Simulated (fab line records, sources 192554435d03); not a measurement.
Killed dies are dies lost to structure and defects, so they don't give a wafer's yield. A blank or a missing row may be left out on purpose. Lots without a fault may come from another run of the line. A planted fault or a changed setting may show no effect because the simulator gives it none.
Which tool did it? | flow n5_finfet | 22 lots, 66 wafers sampled, at 6 steps of a route of 1938

WHAT THE GAUGES READ, wafer by wafer
The record holds no reading of a measuring or inspecting step that can be judged against a usual standard deviation.

WHICH TOOL RAN EACH LOT (tool, then ch and the chambers of the sampled wafers, then the start)
lot  | N5_BEOL_M5_SPUTTER_48        | N5_BEOL_M5_SPUTTER_88        | N5_BEOL_M6_STRIP_67                | N5_BEOL_M6_STRIP_19                | N5_BEOL_M7_DESCUM_16               | N5_BEOL_M7_ETCH_61
L074 | pvd_sputter-03, day 9 07:43  | pvd_sputter-03, day 9 10:59  | rie_diel-03 ch 0,2,3, day 9 16:29  | rie_diel-01 ch 2,3, day 9 16:38    | rie_diel-02 ch 0,1,2, day 9 22:49  | rie_diel-02 ch 0,1,2, day 9 22:51
L075 | pvd_sputter-02, day 9 11:52  | pvd_sputter-02, day 9 15:07  | rie_diel-03 ch 0,1,3, day 9 18:51  | rie_diel-01 ch 0,1,2, day 9 19:01  | rie_diel-06 ch 1,3, day 10 01:26   | rie_diel-06 ch 1,3, day 10 01:29
L078 | pvd_sputter-03, day 11 09:11 | pvd_sputter-03, day 11 12:26 | rie_diel-03 ch 0,1,3, day 11 16:32 | rie_diel-01 ch 0,1,2, day 11 16:41 | rie_diel-04 ch 2,3, day 12 02:02   | rie_diel-04 ch 2,3, day 12 02:04
L077 | pvd_sputter-02, day 11 11:23 | pvd_sputter-02, day 11 14:38 | rie_diel-01 ch 1,2, day 11 19:34   | rie_diel-01 ch 0,1, day 11 19:43   | rie_diel-06 ch 0,2,3, day 12 05:19 | rie_diel-06 ch 0,2,3, day 12 05:21
L079 | pvd_sputter-02, day 12 06:28 | pvd_sputter-02, day 12 09:43 | rie_diel-03 ch 0,2, day 12 13:58   | rie_diel-01 ch 1,3, day 12 14:11   | rie_diel-04 ch 0,2,3, day 12 21:00 | rie_diel-04 ch 0,2,3, day 12 21:02
L080 | pvd_sputter-01, day 12 07:19 | pvd_sputter-01, day 12 10:35 | rie_diel-03 ch 0,2, day 12 14:16   | rie_diel-03 ch 0,2, day 12 14:40   | rie_diel-04 ch 0,1,3, day 13 00:37 | rie_diel-04 ch 0,1,3, day 13 00:40
L081 | pvd_sputter-03, day 12 13:45 | pvd_sputter-03, day 12 17:01 | rie_diel-01 ch 0,1,3, day 12 21:31 | rie_diel-05 ch 0,1,2, day 12 21:46 | rie_diel-04 ch 0,1,2, day 13 03:59 | rie_diel-04 ch 0,1,2, day 13 04:01
L082 | pvd_sputter-03, day 12 20:05 | pvd_sputter-03, day 12 23:21 | rie_diel-05 ch 0,1,2, day 13 04:07 | rie_diel-03 ch 1,2,3, day 13 04:21 | rie_diel-06 ch 1,2,3, day 13 11:55 | rie_diel-06 ch 1,2,3, day 13 11:57
L083 | pvd_sputter-02, day 13 01:10 | pvd_sputter-02, day 13 04:26 | rie_diel-05 ch 0,2,3, day 13 12:01 | rie_diel-05 ch 1,2, day 13 12:16   | rie_diel-06 ch 1,2, day 13 22:34   | rie_diel-06 ch 1,2, day 13 22:36
L084 | pvd_sputter-01, day 13 13:11 | pvd_sputter-01, day 13 16:27 | rie_diel-01 ch 0,1,2, day 13 22:59 | rie_diel-01 ch 1,2,3, day 13 23:08 | rie_diel-06 ch 0,2,3, day 14 08:38 | rie_diel-06 ch 0,2,3, day 14 08:40
L085 | pvd_sputter-03, day 13 17:19 | pvd_sputter-03, day 13 20:34 | rie_diel-01 ch 0,1,2, day 14 03:42 | rie_diel-03 ch 1,3, day 14 03:58   | rie_diel-04 ch 0,2, day 14 11:00   | rie_diel-04 ch 0,2, day 14 11:02
L087 | pvd_sputter-01, day 13 17:37 | pvd_sputter-01, day 13 20:53 | rie_diel-03 ch 0,2,3, day 14 03:53 | rie_diel-01 ch 0,1,2, day 14 04:03 | rie_diel-04 ch 0,1,2, day 14 11:46 | rie_diel-04 ch 0,1,2, day 14 11:48
L086 | pvd_sputter-03, day 13 22:58 | pvd_sputter-03, day 14 02:13 | rie_diel-05 ch 1,2, day 14 08:34   | rie_diel-01 ch 0,1,3, day 14 08:43 | rie_diel-06 ch 0,1,3, day 14 14:33 | rie_diel-06 ch 0,1,3, day 14 14:35
L076 | pvd_sputter-02, day 14 05:29 | pvd_sputter-02, day 14 08:44 | rie_diel-05 ch 0,3, day 14 15:08   | rie_diel-01 ch 0,1,3, day 14 15:25 | rie_diel-04 ch 1,2,3, day 14 22:10 | rie_diel-04 ch 1,2,3, day 14 22:12
L089 | pvd_sputter-03, day 14 08:34 | pvd_sputter-03, day 14 11:50 | rie_diel-05 ch 1,2, day 14 15:51   | rie_diel-05 ch 1,2,3, day 14 16:08 | rie_diel-06 ch 0,1, day 14 22:16   | rie_diel-06 ch 0,1, day 14 22:19
L090 | pvd_sputter-01, day 14 09:38 | pvd_sputter-01, day 14 12:54 | rie_diel-05 ch 0,2, day 14 18:37   | rie_diel-05 ch 0,1,3, day 14 18:52 | rie_diel-06 ch 0,1,3, day 15 04:34 | rie_diel-06 ch 0,1,3, day 15 04:37
L091 | pvd_sputter-02, day 15 02:35 | pvd_sputter-02, day 15 05:51 | rie_diel-01 ch 0,3, day 15 11:35   | rie_diel-05 ch 0,2,3, day 15 11:44 | rie_diel-04 ch 0,3, day 15 21:53   | rie_diel-04 ch 0,3, day 15 21:55
L088 | pvd_sputter-01, day 15 11:10 | pvd_sputter-01, day 15 14:26 | rie_diel-05 ch 1,2,3, day 15 18:56 | rie_diel-05 ch 2,3, day 15 19:05   | rie_diel-04 ch 0,2,3, day 16 01:40 | rie_diel-04 ch 0,2,3, day 16 01:41
L092 | pvd_sputter-02, day 15 12:29 | pvd_sputter-02, day 15 15:44 | rie_diel-01 ch 0,2,3, day 15 20:31 | rie_diel-03 ch 0,1,2, day 15 20:43 | rie_diel-04 ch 0,2,3, day 16 05:23 | rie_diel-04 ch 0,2,3, day 16 05:25
L094 | pvd_sputter-03, day 15 12:31 | pvd_sputter-03, day 15 15:47 | rie_diel-01 ch 0,2, day 15 20:50   | rie_diel-03 ch 0,1,2, day 15 21:01 | rie_diel-04 ch 0,1,2, day 16 05:38 | rie_diel-04 ch 0,1,2, day 16 05:40
L093 | pvd_sputter-01, day 15 15:36 | pvd_sputter-01, day 15 18:52 | rie_diel-05 ch 0,2,3, day 16 00:14 | rie_diel-05 ch 1,2, day 16 00:23   | rie_diel-06 ch 0,1,2, day 16 06:35 | rie_diel-06 ch 0,1,2, day 16 06:37
L097 | pvd_sputter-01, day 15 21:23 | pvd_sputter-01, day 16 00:38 | rie_diel-01 ch 2,3, day 16 06:01   | rie_diel-05 ch 0,1,2, day 16 06:10 | rie_diel-04 ch 0,2,3, day 16 15:14 | rie_diel-04 ch 0,2,3, day 16 15:16
- N5_BEOL_M5_SPUTTER_48: material Cu, target thk 15 nm, time 27.62 s.
- N5_BEOL_M5_SPUTTER_88: material Cu, target thk 15 nm, time 27.62 s.
- N5_BEOL_M6_STRIP_67: strips in CF4.
- N5_BEOL_M6_STRIP_19: strips in O2.
- N5_BEOL_M7_DESCUM_16: chemistry O2, time 7.9 s.
- N5_BEOL_M7_ETCH_61: etches SiARC in CF4, target depth 45.5 nm, time 75.8 s.

WHAT THE TOOLS THEMSELVES READ (means of the sampled wafers that have a number; where no wafer has one, the mark that the record gives instead)
N5_BEOL_M5_SPUTTER_48.
lot  | tool           | throttle_valve_pct (%)
L074 | pvd_sputter-03 | 29.8
L075 | pvd_sputter-02 | 30.5
L078 | pvd_sputter-03 | 30.1
L077 | pvd_sputter-02 | 29.9
L079 | pvd_sputter-02 | 30.7
L080 | pvd_sputter-01 | 30.7
L081 | pvd_sputter-03 | 30.4
L082 | pvd_sputter-03 | 29.8
L083 | pvd_sputter-02 | 29.5
L084 | pvd_sputter-01 | 30.4
L085 | pvd_sputter-03 | 30.5
L087 | pvd_sputter-01 | 29.9
L086 | pvd_sputter-03 | 30.2
L076 | pvd_sputter-02 | 30.0
L089 | pvd_sputter-03 | 30.0
L090 | pvd_sputter-01 | 30.4
L091 | pvd_sputter-02 | 30.6
L088 | pvd_sputter-01 | 30.5
L092 | pvd_sputter-02 | 29.9
L094 | pvd_sputter-03 | 30.4
L093 | pvd_sputter-01 | 29.8
L097 | pvd_sputter-01 | 30.0

N5_BEOL_M5_SPUTTER_88.
lot  | tool           | throttle_valve_pct (%)
L074 | pvd_sputter-03 | 29.9
L075 | pvd_sputter-02 | 30.5
L078 | pvd_sputter-03 | 30.0
L077 | pvd_sputter-02 | 30.0
L079 | pvd_sputter-02 | 30.5
L080 | pvd_sputter-01 | 30.5
L081 | pvd_sputter-03 | 30.2
L082 | pvd_sputter-03 | 29.8
L083 | pvd_sputter-02 | 29.5
L084 | pvd_sputter-01 | 30.4
L085 | pvd_sputter-03 | 30.6
L087 | pvd_sputter-01 | 29.9
L086 | pvd_sputter-03 | 30.2
L076 | pvd_sputter-02 | 29.9
L089 | pvd_sputter-03 | 30.1
L090 | pvd_sputter-01 | 30.4
L091 | pvd_sputter-02 | 30.4
L088 | pvd_sputter-01 | 30.6
L092 | pvd_sputter-02 | 29.9
L094 | pvd_sputter-03 | 30.2
L093 | pvd_sputter-01 | 29.9
L097 | pvd_sputter-01 | 30.1

N5_BEOL_M6_STRIP_67.
lot  | tool        | drypump_motor_current_A (A) | oes_product_au (a.u.) | power_w (W) | rf_vpp_V (V) | showerhead_plenum_p_Torr (Torr) | throttle_valve_pct (%)
L074 | rie_diel-03 | 6.1                         | 0.78                  | 299.8       | 270.4        | 1.80                            | 13.81
L075 | rie_diel-03 | 6.0                         | 0.79                  | 298.8       | 271.2        | 1.80                            | 13.70
L078 | rie_diel-03 | 6.0                         | 0.87                  | 300.3       | 271.5        | 1.80                            | 13.55
L077 | rie_diel-01 | 6.1                         | 0.76                  | 299.3       | 270.4        | 1.78                            | 13.45
L079 | rie_diel-03 | 6.5                         | 0.80                  | 299.9       | 271.5        | 1.79                            | 13.69
L080 | rie_diel-03 | 6.2                         | 0.80                  | 300.0       | 270.9        | 1.77                            | 13.67
L081 | rie_diel-01 | 5.9                         | 0.76                  | 299.8       | 270.0        | 1.70                            | 13.54
L082 | rie_diel-05 | 5.8                         | 0.80                  | 299.1       | 270.8        | 1.81                            | 13.61
L083 | rie_diel-05 | 5.5                         | 0.80                  | 299.4       | 271.5        | 1.81                            | 13.54
L084 | rie_diel-01 | 6.0                         | 0.74                  | 299.9       | 270.4        | 1.77                            | 13.63
L085 | rie_diel-01 | 6.1                         | 0.74                  | 299.6       | 269.6        | 1.77                            | 13.63
L087 | rie_diel-03 | 6.1                         | 0.84                  | 300.3       | 271.5        | 1.79                            | 13.68
L086 | rie_diel-05 | 5.8                         | 0.77                  | 300.2       | 272.6        | 1.83                            | 13.76
L076 | rie_diel-05 | 5.5                         | 0.84                  | 299.7       | 269.9        | 1.78                            | 13.34
L089 | rie_diel-05 | 6.0                         | 0.81                  | 299.8       | 270.7        | 1.79                            | 13.61
L090 | rie_diel-05 | 5.5                         | 0.77                  | 299.9       | 271.5        | 1.83                            | 13.68
L091 | rie_diel-01 | 5.5                         | 0.72                  | 299.3       | 269.5        | 1.66                            | 13.68
L088 | rie_diel-05 | 5.8                         | 0.80                  | 300.5       | 271.0        | 1.79                            | 13.56
L092 | rie_diel-01 | 5.6                         | 0.81                  | 299.7       | 269.4        | 1.72                            | 13.58
L094 | rie_diel-01 | 5.9                         | 0.81                  | 299.5       | 270.1        | 1.75                            | 13.65
L093 | rie_diel-05 | 5.5                         | 0.78                  | 299.1       | 271.0        | 1.81                            | 13.60
L097 | rie_diel-01 | 5.3                         | 0.87                  | 300.1       | 271.2        | 1.76                            | 13.41

N5_BEOL_M6_STRIP_19.
lot  | tool        | drypump_motor_current_A (A) | oes_product_au (a.u.) | rf_vpp_V (V) | showerhead_plenum_p_Torr (Torr) | throttle_valve_pct (%)
L074 | rie_diel-01 | 5.3                         | 0.71                  | 3.8          | 2.07                            | 16.71
L075 | rie_diel-01 | 6.0                         | 0.77                  | 3.7          | 2.07                            | 16.64
L078 | rie_diel-01 | 6.0                         | 0.76                  | 3.9          | 2.07                            | 16.67
L077 | rie_diel-01 | 6.3                         | 0.78                  | 3.3          | 2.02                            | 16.67
L079 | rie_diel-01 | 6.0                         | 0.79                  | 3.3          | 2.00                            | 16.46
L080 | rie_diel-03 | 6.5                         | 0.81                  | 3.8          | 2.08                            | 16.77
L081 | rie_diel-05 | 5.7                         | 0.81                  | 4.0          | 2.10                            | 16.63
L082 | rie_diel-03 | 6.3                         | 0.85                  | 3.4          | 2.13                            | 16.69
L083 | rie_diel-05 | 5.8                         | 0.77                  | 3.8          | 2.13                            | 16.79
L084 | rie_diel-01 | 5.6                         | 0.73                  | 3.4          | 2.03                            | 16.62
L085 | rie_diel-03 | 5.9                         | 0.87                  | 3.5          | 2.14                            | 16.70
L087 | rie_diel-01 | 6.0                         | 0.74                  | 3.4          | 2.06                            | 16.70
L086 | rie_diel-01 | 5.9                         | 0.75                  | 3.9          | 1.98                            | 16.63
L076 | rie_diel-01 | 5.9                         | 0.75                  | 3.5          | 1.98                            | 16.63
L089 | rie_diel-05 | 5.8                         | 0.81                  | 3.2          | 2.09                            | 16.60
L090 | rie_diel-05 | 5.7                         | 0.84                  | 4.0          | 2.06                            | 16.45
L091 | rie_diel-05 | 5.5                         | 0.77                  | 3.3          | 2.10                            | 16.60
L088 | rie_diel-05 | 5.6                         | 0.79                  | 3.5          | 2.08                            | 16.57
L092 | rie_diel-03 | 6.4                         | 0.79                  | 3.2          | 2.08                            | 16.67
L094 | rie_diel-03 | 6.4                         | 0.79                  | 3.7          | 2.08                            | 16.69
L093 | rie_diel-05 | 6.0                         | 0.81                  | 3.7          | 2.08                            | 16.68
L097 | rie_diel-05 | 5.7                         | 0.78                  | 3.6          | 2.09                            | 16.68

N5_BEOL_M7_DESCUM_16.
lot  | tool        | drypump_motor_current_A (A) | oes_product_au (a.u.) | rf_vpp_V (V) | showerhead_plenum_p_Torr (Torr) | throttle_valve_pct (%)
L074 | rie_diel-02 | 5.7                         | 0.80                  | 242.8        | 2.05                            | 20.22
L075 | rie_diel-06 | 5.5                         | 0.74                  | 241.7        | 2.01                            | 20.75
L078 | rie_diel-04 | 5.5                         | 0.68                  | 244.1        | 2.09                            | 20.61
L077 | rie_diel-06 | 5.2                         | 0.76                  | 241.8        | 2.08                            | 20.60
L079 | rie_diel-04 | 5.5                         | 0.75                  | 243.6        | 2.10                            | 20.52
L080 | rie_diel-04 | 5.9                         | 0.84                  | 243.7        | 2.12                            | 20.40
L081 | rie_diel-04 | 5.8                         | 0.85                  | 243.7        | 2.16                            | 20.39
L082 | rie_diel-06 | 5.4                         | 0.70                  | 243.2        | 2.05                            | 20.63
L083 | rie_diel-06 | 5.4                         | 0.70                  | 243.5        | 2.10                            | 20.49
L084 | rie_diel-06 | 5.1                         | 0.73                  | 241.9        | 2.07                            | 20.63
L085 | rie_diel-04 | 5.5                         | 0.80                  | 242.9        | 2.10                            | 20.43
L087 | rie_diel-04 | 5.8                         | 0.83                  | 243.9        | 2.15                            | 20.39
L086 | rie_diel-06 | 5.3                         | 0.74                  | 241.9        | 2.01                            | 20.58
L076 | rie_diel-04 | 5.7                         | 0.86                  | 244.8        | 2.15                            | 20.37
L089 | rie_diel-06 | 5.1                         | 0.77                  | 241.9        | 2.02                            | 20.36
L090 | rie_diel-06 | 5.3                         | 0.73                  | 241.9        | 2.01                            | 20.58
L091 | rie_diel-04 | 5.7                         | 0.91                  | 241.4        | 2.05                            | 20.27
L088 | rie_diel-04 | 5.5                         | 0.82                  | 242.9        | 2.09                            | 20.40
L092 | rie_diel-04 | 5.6                         | 0.82                  | 242.8        | 2.09                            | 20.42
L094 | rie_diel-04 | 5.8                         | 0.80                  | 244.1        | 2.15                            | 20.43
L093 | rie_diel-06 | 5.2                         | 0.92                  | 243.7        | 2.14                            | 20.17
L097 | rie_diel-04 | 5.6                         | 0.82                  | 243.5        | 2.09                            | 20.41

N5_BEOL_M7_ETCH_61.
lot  | tool        | drypump_motor_current_A (A) | etch_rf_on_time_s (s) | oes_product_au (a.u.) | rf_vpp_V (V) | showerhead_plenum_p_Torr (Torr) | throttle_valve_pct (%)
L074 | rie_diel-02 | 5.7                         | 77.4                  | 0.67                  | 183.6        | 2.11                            | 15.46
L075 | rie_diel-06 | 5.5                         | 74.6                  | 0.63                  | 183.3        | 2.05                            | 15.83
L078 | rie_diel-04 | 5.5                         | 75.2                  | 0.59                  | 183.2        | 2.13                            | 15.78
L077 | rie_diel-06 | 5.1                         | 76.8                  | 0.64                  | 183.3        | 2.11                            | 15.66
L079 | rie_diel-04 | 5.5                         | 75.5                  | 0.65                  | 184.2        | 2.13                            | 15.63
L080 | rie_diel-04 | 5.9                         | 72.7                  | 0.73                  | 184.1        | 2.16                            | 15.51
L081 | rie_diel-04 | 5.7                         | 74.9                  | 0.73                  | 184.2        | 2.20                            | 15.48
L082 | rie_diel-06 | 5.4                         | 74.7                  | 0.61                  | 183.8        | 2.09                            | 15.80
L083 | rie_diel-06 | 5.3                         | 74.5                  | 0.60                  | 184.8        | 2.14                            | 15.73
L084 | rie_diel-06 | 5.2                         | 76.4                  | 0.63                  | 183.9        | 2.10                            | 15.71
L085 | rie_diel-04 | 5.6                         | 76.9                  | 0.68                  | 183.9        | 2.13                            | 15.49
L087 | rie_diel-04 | 5.8                         | 75.5                  | 0.71                  | 185.3        | 2.19                            | 15.50
L086 | rie_diel-06 | 5.3                         | 76.0                  | 0.64                  | 182.6        | 2.05                            | 15.68
L076 | rie_diel-04 | 5.7                         | 75.1                  | 0.74                  | 184.8        | 2.19                            | 15.48
L089 | rie_diel-06 | 5.2                         | 77.3                  | 0.66                  | 184.1        | 2.06                            | 15.46
L090 | rie_diel-06 | 5.3                         | 77.3                  | 0.63                  | 182.9        | 2.05                            | 15.68
L091 | rie_diel-04 | 5.7                         | 74.5                  | 0.78                  | 182.9        | 2.09                            | 15.34
L088 | rie_diel-04 | 5.6                         | 75.4                  | 0.71                  | 183.3        | 2.13                            | 15.49
L092 | rie_diel-04 | 5.5                         | 76.1                  | 0.71                  | 183.5        | 2.12                            | 15.50
L094 | rie_diel-04 | 5.8                         | 75.0                  | 0.69                  | 184.2        | 2.19                            | 15.54
L093 | rie_diel-06 | 5.3                         | 74.6                  | 0.78                  | 184.8        | 2.18                            | 15.27
L097 | rie_diel-04 | 5.5                         | 75.8                  | 0.70                  | 184.5        | 2.12                            | 15.50

THE ANSWER, worked out from the rows above alone
Rule: what is usual is taken from the lots themselves. Put in order of their means at a reading, lots are off if they are a third of the lots or fewer, leave a main group of 4 or more, and stand apart from it by a gap of 3 or more times the standard deviation of the main group's means; of several such gaps the widest counts. A main group whose means are all the same, to the digits that the tables above print for the reading, isn't used. A lot without any number at a reading at which 4 lots or more have one is off too. The other lots that the step has rows for count as sound. The gauges are gone through in route order, then the tools' own readings, and for those a lot's mean is taken as printed above. The first step at which some lot is off is used, and at that step the reading that is off furthest; a lot without a number counts as furthest.
No lot is off at any reading shown: from this, nothing can be told.

WHAT THE SIMULATOR HAD PUT IN
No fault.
